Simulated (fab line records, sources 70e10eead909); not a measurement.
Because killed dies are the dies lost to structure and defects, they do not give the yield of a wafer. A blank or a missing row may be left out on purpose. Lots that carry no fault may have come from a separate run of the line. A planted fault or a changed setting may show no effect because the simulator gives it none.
fab line records	flow nand-harc
[record] lots = 6	wafers = 18	last-day = 25
route steps=1159 shown P_GATE@157 END@1159
lots that met no fault: from a run of the same line without faults
start-h: the number of hours between the record's first day and the start of the first shown wafer of the lot	wait-h: hours elapsed since this lot's preceding step	" repeats the value in the row above	L1.1+2: several wafers, shown together as one row	- no value present, or no start provided	* or withheld: withheld	< > ~ a bound
route shown NAME@n: NAME is a module with steps in the file, n the number in the route of the first one	usual: mean/standard deviation taken from wafers without a fault	same: alike in all rows	chamber/n: place in a boat	sites: the reading at each site	_std_site: standard deviation across them	_edge_site: inner sites' mean taken away from outer sites' mean	radius-mm: how far each site lies from the wafer's centre	mask NAME#n: copy n	behind: the most recent tool/chamber to have shaped the wafer	hold: reason for holding the lot/hours on hold/outcome of the hold	device: names the non-switching transistor (n, p or np)	end of line: the same wafers' tests at the end of the route	where a step has no rows: the recipe by itself	killed: count of dies lost to structure and defects at first sort (not the wafer's yield)	map: dies across one wafer; x = killed, . = not, _ = none there
set.NAME: setting as actually run; set.NAME@STEP: the setting as run at that earlier step	model.NAME: the simulator's own value behind a step, which no gauge read
lots at selected steps of the route; one table per step, one row per wafer
services: the hour from which a tool's chamber was out of use, counted from the record's first day as start-h (under 0 if before that day), plus the number of hours and why
[[steps]]
[step NHARC_P_GATE_STRIP_101]
[recipe] time-s = 20	o2-flow-sccm = 500	ar-flow-sccm = 0	bias-w = 0	chemistry = O2
[usual] drypump-motor-current-A = 5.6/0.57	mfc-ar-sccm = 0.016/0.011	oes-product-au = 1.009/0.019	rf-vpp-V = 57.7/0.86	showerhead-plenum-p-Torr = 3.49/0.13	throttle-valve-pct = 17.036/0.0084
[same] bias-w = 0
lot.wafer	tool	chamber	start-h	wait-h	drypump-motor-current-A	mfc-ar-sccm	oes-product-au	rf-hours-counter-h	rf-vpp-V	showerhead-plenum-p-Torr	throttle-valve-pct
L915.2	rie-diel-10	2	92.66	0.1	5.3	0.005	1.017	18	56.8	3.32	17.028
L915.4	"	0	"	"	5.3	0.033	1.007	18	57.9	3.65	17.045
L915.6	"	2	"	"	5.3	0.005	1.015	-	56.6	3.32	17.023
L921.3	rie-diel-10	1	132.17	0.1	6.8	0.014	1.027	27	57.8	3.48	17.037
L921.2	"	2	"	"	5.3	0.005	1.018	27	57.8	3.31	17.029
L921.6	"	1	"	"	6.8	0.014	1.025	-	58.0	3.47	17.024
L920.1	rie-diel-10	2	135.08	0.1	5.4	0.005	1.029	27	58.7	3.31	17.028
L920.2	"	3	"	"	5.5	0.018	1.002	26	57.7	3.37	17.032
L920.5	"	3	"	"	5.5	0.018	1.004	-	56.2	3.37	17.025
L927.4	rie-diel-10	3	175.90	0.1	5.5	0.018	0.996	33	57.7	3.37	17.029
L927.1	"	0	"	"	5.3	0.033	0.989	31	57.9	3.64	17.043
L927.6	"	1	"	"	6.7	0.014	1.019	-	58.0	3.47	17.048
L930.2	rie-diel-12	3	183.26	0.1	5.3	0.018	0.979	54	57.7	3.61	17.039
L930.5	"	1	"	"	5.9	0.002	0.989	-	56.8	3.42	17.048
L930.6	"	2	"	"	6.1	0.035	0.968	-	59.3	3.72	17.021
L938.2	rie-diel-10	2	233.34	0.1	5.4	0.005	0.999	10	57.6	3.30	17.030
L938.3	"	1	"	"	6.8	0.014	1.037	10	57.3	3.47	17.037
L938.6	"	2	"	"	5.4	0.005	1.005	-	56.2	3.30	17.035
[step NHARC_P_GATE_PRECLEAN_97]
[recipe] time-s = 600	temp-c = 120	chemistry = SPM
[step NHARC_P_GATE_SRD_98]
[step NHARC_P_GATE_PRECLEAN_99]
[recipe] time-s = *	temp-c = 50	bath-age-min = 0	chemistry = SC1
[step NHARC_P_GATE_SRD_100]
[step NHARC_P_GATE_DEHYDRATE_38]
[recipe] temp-c = 150	time-s = 120
[step NHARC_P_GATE_HMDS_39]
[recipe] time-s = 30
[step NHARC_P_GATE_COAT_40]
[recipe] spin-rpm = 3000
[step NHARC_P_GATE_SOFTBAKE_41]
[recipe] temp-c = 122	time-s = 95
[step NHARC_P_GATE_EBR_42]
[step NHARC_P_GATE_EXPOSE_43]
[recipe] na = 0.6	target-cd-nm = 720	dose-mj = 14.81	mask-id = P_NSD
[step NHARC_P_GATE_PEB_44]
[recipe] peb-temp-c = 118	peb-time-s = 85
[step NHARC_P_GATE_DEVELOP_45]
[recipe] time-s = 70
lot.wafer	tool	chamber	start-h	wait-h
L915.2+4+6	litho-track-05	0	93	-
L921.2+3+6	litho-track-05	0	133	-
L920.1+2+5	litho-track-07	0	135	-
L927.1+4+6	litho-track-05	0	176	-
L930.2+5+6	litho-track-05	0	184	-
L938.2+3+6	litho-track-07	0	234	-
[step NHARC_P_GATE_HARDBAKE_47]
[recipe] temp-c = 125	time-s = 80
[step NHARC_P_GATE_DESCUM_48]
[recipe] time-s = 3	o2-flow-sccm = 200	ar-flow-sccm = 0	bias-power-w = 0	chemistry = O2
[usual] drypump-motor-current-A = 5.6/0.49	mfc-ar-sccm = 0.015/0.012	oes-product-au = 1.005/0.019	rf-vpp-V = 57.7/0.86	showerhead-plenum-p-Torr = 1.91/0.076	throttle-valve-pct = 11.312/0.0094
lot.wafer	tool	chamber	start-h	wait-h	drypump-motor-current-A	mfc-ar-sccm	oes-product-au	rf-hours-counter-h	rf-vpp-V	showerhead-plenum-p-Torr	throttle-valve-pct	model.P_GATE.cd-nm
L915.4	rie-diel-12	2	93.65	-	6.1	0.035	0.987	20	57.5	2.04	11.282	719.3
L915.2	"	1	"	"	5.9	0.002	1.017	20	56.8	1.86	11.311	722.7
L915.6	"	2	"	"	6.1	0.035	0.982	-	58.3	2.03	11.313	719
L921.2	rie-diel-10	2	133.24	-	5.3	0.005	1.028	27	57.5	1.79	11.322	720.9
L921.3	"	0	"	"	5.3	0.033	0.999	25	58.0	1.98	11.317	720.4
L921.6	"	3	"	"	5.6	0.018	0.998	-	58.0	1.82	11.314	718.8
L920.1	rie-diel-12	1	136.18	-	5.9	0.002	0.999	33	57.8	1.86	11.318	715.6
L920.2	"	2	"	"	6.1	0.035	0.989	34	58.7	2.03	11.326	719.9
L920.5	"	1	"	"	5.9	0.002	0.988	-	55.2	1.86	11.303	714.9
L927.1	rie-diel-12	1	177.04	-	5.9	0.002	0.993	50	57.7	1.85	11.304	124.1
L927.4	"	2	"	"	6.1	0.035	0.969	52	58.6	2.02	11.326	120.3
L927.6	"	3	"	"	5.3	0.018	0.998	-	57.8	1.96	11.305	114.5
L930.2	rie-diel-03	3	184.36	-	6.1	0.030	1.034	39	57.1	1.91	11.313	120.3
L930.5	"	1	"	"	4.9	0.011	0.990	-	58.2	1.96	11.294	118.5
L930.6	"	2	"	"	5.2	0	1.025	-	58.2	1.99	11.328	125.6
L938.3	rie-diel-10	1	234.51	-	6.8	0.014	1.031	10	58.4	1.88	11.296	713
L938.2	"	2	"	"	5.3	0.005	1.014	10	56.2	1.78	11.305	720.4
L938.6	"	2	"	"	5.3	0.005	1.010	-	58.6	1.78	11.306	718.3
[step NHARC_P_GATE_IMPLANT_49]
[recipe] energy-kev = 30	dose-cm2 = 3e+15	tilt-deg = 7
[step NHARC_P_GATE_STRIP_111]
[recipe] power-w = 1500	temp-c = 110	time-s = 250	chemistry = N2/H2
[usual] drypump-motor-current-A = 5.3/0.41	heater-power-w = 91/4.2
lot.wafer	tool	chamber	start-h	wait-h	drypump-motor-current-A	heater-power-w	rf-hours-counter-h
L915.2	plasma-asher-02	1	94.08	0.2	5.8	87	28
L915.4	"	0	"	"	4.8	94	-
L915.6	"	1	"	"	5.7	88	-
L921.2	plasma-asher-02	1	133.69	0.2	5.8	89	43
L921.3	"	0	"	"	4.8	96	-
L921.6	"	1	"	"	5.7	88	-
L920.2	plasma-asher-02	0	136.53	0.2	4.8	95	44
L920.1	"	1	"	"	5.8	89	44
L920.5	"	0	"	"	4.8	94	-
L927.1	plasma-asher-01	0	177.38	0.2	5.6	93	21
L927.4	"	1	"	"	5.2	85	-
L927.6	"	1	"	"	5.2	88	-
L930.2	plasma-asher-01	0	184.76	0.2	5.7	95	24
L930.5	"	1	"	"	5.2	87	-
L930.6	"	0	"	"	5.6	93	-
L938.2	plasma-asher-01	1	235.06	0.3	5.2	89	44
L938.3	"	1	"	"	5.2	87	-
L938.6	"	1	"	"	5.2	85	-
[step NHARC_P_GATE_STRIP_75]
[recipe] power-w = 1500	temp-c = 250	chemistry = O2
[usual] drypump-motor-current-A = 5.3/0.41	heater-power-w = 341/17
lot.wafer	tool	chamber	start-h	wait-h	drypump-motor-current-A	heater-power-w	rf-hours-counter-h
L915.2	plasma-asher-02	1	94.38	0.2	5.8	326	28
L915.4	"	0	"	"	4.8	357	-
L915.6	"	1	"	"	5.8	322	-
L921.2	plasma-asher-02	1	133.95	0.2	5.8	337	43
L921.3	"	0	"	"	4.8	355	-
L921.6	"	1	"	"	5.8	324	-
L920.2	plasma-asher-02	0	136.84	0.3	4.8	352	44
L920.1	"	1	"	"	5.7	321	44
L920.5	"	0	"	"	4.8	352	-
L927.1	plasma-asher-01	0	177.68	0.2	5.7	356	21
L927.4	"	1	"	"	5.2	327	-
L927.6	"	1	"	"	5.2	323	-
L930.2	plasma-asher-01	0	185.02	0.2	5.7	353	25
L930.5	"	1	"	"	5.2	330	-
L930.6	"	0	"	"	5.6	357	-
L938.2	plasma-asher-01	1	235.32	0.2	5.2	308	44
L938.3	"	1	"	"	5.2	323	-
L938.6	"	1	"	"	5.2	328	-
[step NHARC_P_GATE_STRIP_50]
[recipe] time-s = 900	temp-c = 130	chemistry = SPM
[step NHARC_P_GATE_DEHYDRATE_51]
[recipe] temp-c = 150	time-s = 120
[step NHARC_P_GATE_HMDS_52]
[recipe] time-s = 30
[step NHARC_P_GATE_COAT_53]
[recipe] spin-rpm = 3000
[step NHARC_P_GATE_SOFTBAKE_54]
[recipe] temp-c = 122	time-s = 95
[step NHARC_P_GATE_EBR_55]
[step NHARC_P_GATE_EXPOSE_56]
[recipe] na = 0.6	target-cd-nm = 720	dose-mj = 14.81	mask-id = P_PSD
[step NHARC_P_GATE_PEB_57]
[recipe] peb-temp-c = 118	peb-time-s = 85
[step NHARC_P_GATE_DEVELOP_58]
[recipe] time-s = 70
[step NHARC_P_GATE_HARDBAKE_60]
[recipe] temp-c = 125	time-s = 80
[step NHARC_P_GATE_DESCUM_61]
[recipe] time-s = 3	o2-flow-sccm = 200	ar-flow-sccm = 0	bias-power-w = 0	chemistry = O2
[step NHARC_P_GATE_IMPLANT_62]
[recipe] energy-kev = 20	dose-cm2 = 3e+15	tilt-deg = 7
[step NHARC_P_GATE_STRIP_112]
[recipe] power-w = 1500	temp-c = 110	time-s = 200	chemistry = N2/H2
[usual] drypump-motor-current-A = 5.3/0.4	heater-power-w = 91/4.7
lot.wafer	tool	chamber	start-h	wait-h	drypump-motor-current-A	heater-power-w	rf-hours-counter-h
L915.2	plasma-asher-01	1	95.75	0.2	5.2	82	54
L915.4	"	1	"	"	5.2	80	-
L915.6	"	1	"	"	5.2	82	-
L921.2	plasma-asher-01	0	135.28	0.2	5.6	95	8
L921.3	"	1	"	"	5.2	85	-
L921.6	"	1	"	"	5.2	87	-
L920.1	plasma-asher-01	0	138.17	0.2	5.7	92	9
L920.2	"	1	"	"	5.2	88	9
L920.5	"	0	"	"	5.7	93	-
L927.1	plasma-asher-02	0	179.15	0.2	4.8	94	59
L927.4	"	0	"	"	4.8	94	-
L927.6	"	1	"	"	5.8	89	-
L930.2	plasma-asher-01	1	186.51	0.2	5.2	89	25
L930.5	"	0	"	"	5.7	95	-
L930.6	"	1	"	"	5.1	87	-
L938.2	plasma-asher-02	1	236.81	0.2	5.8	85	16
L938.3	"	0	"	"	4.8	99	-
L938.6	"	1	"	"	5.8	86	-
[step NHARC_P_GATE_STRIP_76]
[recipe] power-w = 1500	temp-c = 250	chemistry = O2
[usual] drypump-motor-current-A = 5.3/0.41	heater-power-w = 341/18
lot.wafer	tool	chamber	start-h	wait-h	drypump-motor-current-A	heater-power-w	rf-hours-counter-h
L915.2	plasma-asher-01	1	95.98	0.2	5.2	303	54
L915.4	"	1	"	"	5.2	309	-
L915.6	"	1	"	"	5.2	301	-
L921.2	plasma-asher-01	0	135.54	0.2	5.7	345	8
L921.3	"	1	"	"	5.2	335	-
L921.6	"	1	"	"	5.2	322	-
L920.1	plasma-asher-01	0	138.43	0.2	5.6	347	10
L920.2	"	1	"	"	5.1	327	10
L920.5	"	0	"	"	5.7	351	-
L927.1	plasma-asher-02	0	179.41	0.2	4.8	347	59
L927.4	"	0	"	"	4.8	355	-
L927.6	"	1	"	"	5.7	332	-
L930.2	plasma-asher-01	1	186.74	0.2	5.2	321	25
L930.5	"	0	"	"	5.7	339	-
L930.6	"	1	"	"	5.2	322	-
L938.2	plasma-asher-02	1	237.03	0.2	5.8	330	16
L938.3	"	0	"	"	4.8	365	-
L938.6	"	1	"	"	5.8	321	-
[step NHARC_P_GATE_STRIP_63]
[recipe] time-s = 900	temp-c = 130	chemistry = SPM
[step NHARC_P_GATE_DEHYDRATE_83]
[recipe] temp-c = 150	time-s = 120
[step NHARC_P_GATE_HMDS_84]
[recipe] time-s = 30
[step NHARC_P_GATE_COAT_85]
[recipe] spin-rpm = 3000
[step NHARC_P_GATE_SOFTBAKE_86]
[recipe] temp-c = 122	time-s = 95
[step NHARC_P_GATE_EBR_87]
[step NHARC_P_GATE_EXPOSE_88]
[recipe] na = 0.6	target-cd-nm = 2000	dose-mj = 11.87	mask-id = P_HVN
[step NHARC_P_GATE_PEB_89]
[recipe] peb-temp-c = 118	peb-time-s = 85
[step NHARC_P_GATE_DESCUM_93]
[recipe] time-s = 3	o2-flow-sccm = 200	ar-flow-sccm = 0	bias-power-w = 0	chemistry = O2
[usual] drypump-motor-current-A = 5.6/0.55	mfc-ar-sccm = 0.015/0.012	oes-product-au = 1.005/0.019	rf-vpp-V = 57.7/0.94	showerhead-plenum-p-Torr = 1.91/0.073	throttle-valve-pct = 11.311/0.0092
lot.wafer	tool	chamber	start-h	wait-h	drypump-motor-current-A	mfc-ar-sccm	oes-product-au	rf-hours-counter-h	rf-vpp-V	showerhead-plenum-p-Torr	throttle-valve-pct	model.P_GATE.cd-nm
L915.2	rie-diel-10	1	97.07	-	6.7	0.014	1.038	20	58.5	1.88	11.320	1997
L915.4	"	2	"	"	5.3	0.005	1.019	-	58.4	1.79	11.296	1997
L915.6	"	1	"	"	6.7	0.014	1.036	-	57.1	1.88	11.290	1997
L921.3	rie-diel-12	3	136.51	-	5.4	0.018	0.984	36	57.9	1.97	11.314	2002
L921.2	"	0	"	"	5.6	0	0.974	33	58.2	1.98	11.308	1997
L921.6	"	0	"	"	5.6	0	0.968	-	57.8	1.98	11.325	2000
L920.2	rie-diel-10	0	139.44	-	5.3	0.033	0.997	26	56.8	1.98	11.315	1994
L920.1	"	2	"	"	5.3	0.005	1.021	28	58.7	1.79	11.309	1997
L920.5	"	0	"	"	5.3	0.033	0.991	-	57.7	1.98	11.332	1997
L927.4	rie-diel-12	3	180.52	-	5.3	0.018	0.996	53	57.5	1.96	11.319	120.3
L927.1	"	1	"	"	5.9	0.002	0.985	52	57.4	1.85	11.297	124.1
L927.6	"	3	"	"	5.2	0.018	0.988	-	56.3	1.96	11.306	114.5
L930.2	rie-diel-10	0	187.70	-	5.3	0.033	0.991	0	59.1	1.98	11.314	120.3
L930.5	"	2	"	"	5.3	0.005	1.022	-	58.6	1.79	11.305	118.5
L930.6	"	3	"	"	5.5	0.018	0.972	-	56.5	1.82	11.310	125.6
L938.3	rie-diel-12	3	238.13	-	5.3	0.018	1.005	8	58.4	1.96	11.320	1996
L938.2	"	0	"	"	5.6	0	0.979	9	58.1	1.97	11.312	1998
L938.6	"	1	"	"	5.8	0.002	0.996	-	57.0	1.85	11.304	1996
[step NHARC_END_SORT_01]
[recipe] temp-c = 25
[usual] killed-at-array = 28/11	killed-at-other = 0.5/0.87	killed-at-periphery = 2.9/2.2	killed-dies = 32/11	killed-open = 3.2/1.9	killed-short = 1.8/1.4
[same] gross-dies = 677
lot.wafer	tool	chamber	start-h	wait-h	killed-at-array	killed-at-other	killed-at-periphery	killed-dies	killed-open	killed-short
L927.1	prober-02	0	506.85	2.5	12	1	664	677	3	2
L927.4	prober-02	0	509.24	3.4	16	0	661	677	3	1
L927.6	prober-02	0	510.83	4.0	17	1	659	677	5	2
L930.2	prober-01	0	517.11	2.8	32	0	645	677	1	0
L930.5	prober-01	0	519.53	3.7	33	1	643	677	1	2
L930.6	prober-01	0	520.33	4.0	45	1	631	677	4	4
// killed by level:class
L927.1 P_GATE:area-develop=661 A_CHANNEL_HOLE_D1:chamber-film-flake=4 A_STAIRCASE:chamber-film-flake=3 P_GATE:geometric-particle:short=1 P_GATE:geometric-particle:open=1 A_CHANNEL_FILL_D1:geometric-particle:open=1 A_WL_FILL:geometric-particle:short=1 A_WL_FILL:geometric-particle:open=1
L927.4 P_GATE:area-develop=660 A_CHANNEL_HOLE_D1:chamber-film-flake=5 A_STAIRCASE:chamber-film-flake=4 A_CONTACT:chamber-film-flake=2 A_CHANNEL_FILL_D1:geometric-particle:open=1 A_CONTACT:geometric-particle:short=1 A_CONTACT:geometric-particle:open=1 A_M0:geometric-particle:open=1
L927.6 P_GATE:area-develop=653 A_STAIRCASE:chamber-film-flake=7 A_CHANNEL_HOLE_D1:chamber-film-flake=4 P_ZERO_WELL:chamber-film-flake=3 A_WL_FILL:chamber-film-flake=2 P_GATE:geometric-particle:short=1 P_CONTACT:geometric-particle:open=1 P_M1:geometric-particle:open=1
L930.2 P_GATE:area-develop=643 A_CHANNEL_HOLE_D1:chamber-film-flake=16 A_SLIT:chamber-film-flake=8 A_STAIRCASE:chamber-film-flake=6 A_CONTACT:chamber-film-flake=2 P_M0:geometric-particle:open=1 P_STI:chamber-film-flake=1
L930.5 P_GATE:area-develop=642 A_SLIT:chamber-film-flake=13 A_CHANNEL_HOLE_D1:chamber-film-flake=9 A_STAIRCASE:chamber-film-flake=5 A_SGD_CUT:geometric-particle:short=1 A_WL_FILL:geometric-particle:short=1 A_CONTACT:geometric-particle:open=1 P_STI:chamber-film-flake=1
L930.6 P_GATE:area-develop=631 A_CHANNEL_HOLE_D1:chamber-film-flake=17 A_SLIT:chamber-film-flake=10 A_STAIRCASE:chamber-film-flake=7 A_M0:geometric-particle:short=2 A_M0:chamber-film-flake=2 A_SOURCE_PLATE:geometric-particle:open=1 A_CHANNEL_FILL_D1:geometric-particle:short=1
// map L927.1 (x killed, . not)
____________x____________
_________xxxxxxx_________
_______xxxxxxxxxxx_______
______xxxxxxxxxxxxx______
_____xxxxxxxxxxxxxxx_____
____xxxxxxxxxxxxxxxxx____
____xxxxxxxxxxxxxxxxx____
___xxxxxxxxxxxxxxxxxxx___
___xxxxxxxxxxxxxxxxxxx___
__xxxxxxxxxxxxxxxxxxxxx__
__xxxxxxxxxxxxxxxxxxxxx__
_xxxxxxxxxxxxxxxxxxxxxxx_
_xxxxxxxxxxxxxxxxxxxxxxx_
_xxxxxxxxxxxxxxxxxxxxxxx_
_xxxxxxxxxxxxxxxxxxxxxxx_
_xxxxxxxxxxxxxxxxxxxxxxx_
xxxxxxxxxxxxxxxxxxxxxxxxx
xxxxxxxxxxxxxxxxxxxxxxxxx
xxxxxxxxxxxxxxxxxxxxxxxxx
xxxxxxxxxxxxxxxxxxxxxxxxx
xxxxxxxxxxxxxxxxxxxxxxxxx
_xxxxxxxxxxxxxxxxxxxxxxx_
_xxxxxxxxxxxxxxxxxxxxxxx_
_xxxxxxxxxxxxxxxxxxxxxxx_
_xxxxxxxxxxxxxxxxxxxxxxx_
_xxxxxxxxxxxxxxxxxxxxxxx_
__xxxxxxxxxxxxxxxxxxxxx__
__xxxxxxxxxxxxxxxxxxxxx__
___xxxxxxxxxxxxxxxxxxx___
___xxxxxxxxxxxxxxxxxxx___
____xxxxxxxxxxxxxxxxx____
____xxxxxxxxxxxxxxxxx____
_____xxxxxxxxxxxxxxx_____
______xxxxxxxxxxxxx______
_______xxxxxxxxxxx_______
_________xxxxxxx_________
____________x____________
// map L930.2 (x killed, . not)
____________x____________
_________xxxxxxx_________
_______xxxxxxxxxxx_______
______xxxxxxxxxxxxx______
_____xxxxxxxxxxxxxxx_____
____xxxxxxxxxxxxxxxxx____
____xxxxxxxxxxxxxxxxx____
___xxxxxxxxxxxxxxxxxxx___
___xxxxxxxxxxxxxxxxxxx___
__xxxxxxxxxxxxxxxxxxxxx__
__xxxxxxxxxxxxxxxxxxxxx__
_xxxxxxxxxxxxxxxxxxxxxxx_
_xxxxxxxxxxxxxxxxxxxxxxx_
_xxxxxxxxxxxxxxxxxxxxxxx_
_xxxxxxxxxxxxxxxxxxxxxxx_
_xxxxxxxxxxxxxxxxxxxxxxx_
xxxxxxxxxxxxxxxxxxxxxxxxx
xxxxxxxxxxxxxxxxxxxxxxxxx
xxxxxxxxxxxxxxxxxxxxxxxxx
xxxxxxxxxxxxxxxxxxxxxxxxx
xxxxxxxxxxxxxxxxxxxxxxxxx
_xxxxxxxxxxxxxxxxxxxxxxx_
_xxxxxxxxxxxxxxxxxxxxxxx_
_xxxxxxxxxxxxxxxxxxxxxxx_
_xxxxxxxxxxxxxxxxxxxxxxx_
_xxxxxxxxxxxxxxxxxxxxxxx_
__xxxxxxxxxxxxxxxxxxxxx__
__xxxxxxxxxxxxxxxxxxxxx__
___xxxxxxxxxxxxxxxxxxx___
___xxxxxxxxxxxxxxxxxxx___
____xxxxxxxxxxxxxxxxx____
____xxxxxxxxxxxxxxxxx____
_____xxxxxxxxxxxxxxx_____
______xxxxxxxxxxxxx______
_______xxxxxxxxxxx_______
_________xxxxxxx_________
____________x____________
[[services]]
tool	chamber	start-h	hours	kind
rie-diel-10	0	82.02	-	clean
rie-diel-10	1	82.02	-	clean
rie-diel-10	2	82.02	-	clean
rie-diel-10	3	82.02	-	clean
rie-diel-10	0	95.88	4.9	repair
rie-diel-10	3	97.00	3.0	repair
plasma-asher-01	-	99.29	9.0	pm
plasma-asher-01	0	99.29	9.0	vent-cycle
plasma-asher-01	1	99.29	9.0	vent-cycle
rie-diel-12	0	102.75	2.9	repair
rie-diel-10	0	106.52	-	clean
rie-diel-10	1	106.52	-	clean
rie-diel-10	2	106.52	-	clean
plasma-asher-01	0	108.29	-	clean
plasma-asher-01	1	108.29	-	clean
rie-diel-03	1	138.98	11.3	repair
rie-diel-12	2	143.75	1.7	repair
rie-diel-10	-	176.51	9.0	pm
plasma-asher-02	-	183.00	9.0	pm
litho-track-07	-	189.00	7.0	pm
rie-diel-12	-	197.12	5.7	repair
rie-diel-12	-	202.83	9.0	pm
rie-diel-03	-	215.38	9.0	pm
litho-track-05	-	237.00	7.0	pm
[[key]]
[first-sign] step = NHARC_END_SORT_01	reading = killed-at-periphery	direction = up	sigmas = 99+	usual = 2.9	struck = 650.5
[effect] step = NHARC_END_SORT_01	reading = killed-dies	direction = up	sigmas = 59	usual = 32	struck = 677
[model-effect] step = NHARC_P_GATE_DESCUM_48	value = P_GATE.cd-nm	without = 719.1	struck = 120.5
[model-effect] step = NHARC_P_GATE_DESCUM_93	value = P_GATE.cd-nm	without = 1996	struck = 120.5
[more-kills-born-at] NHARC_P_GATE_DEVELOP_45@litho-track-05 = 3890
met-at NHARC_P_GATE_DEVELOP_45
struck-wafers L927.1,L927.4,L927.6,L930.2,L930.5,L930.6
later-rows-left-out L927.1,L927.4,L927.6,L930.2,L930.5,L930.6
tester-left-out L927,L930
onset-between 133 176
[fault] kind = process-parameter-drift	tool = litho-track-05	chamber = -	onset-h = 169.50	steps = NHARC_P_GATE_DEVELOP_45	channel = time-s	offset = *	shape = step	end-h = 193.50	acts-in = *	stated = *
// tester-left-out: of these lots the tester's yield and bins aren't shown, on N5 and GAA mostly nor the transistor test; their killed dies are dies lost to structure and defects alone, not to doping, threshold or leakage, so they don't give the yield
// later-rows-left-out: the simulator's readings of these wafers behind a module that went badly wrong aren't trusted and aren't shown, but for the sort
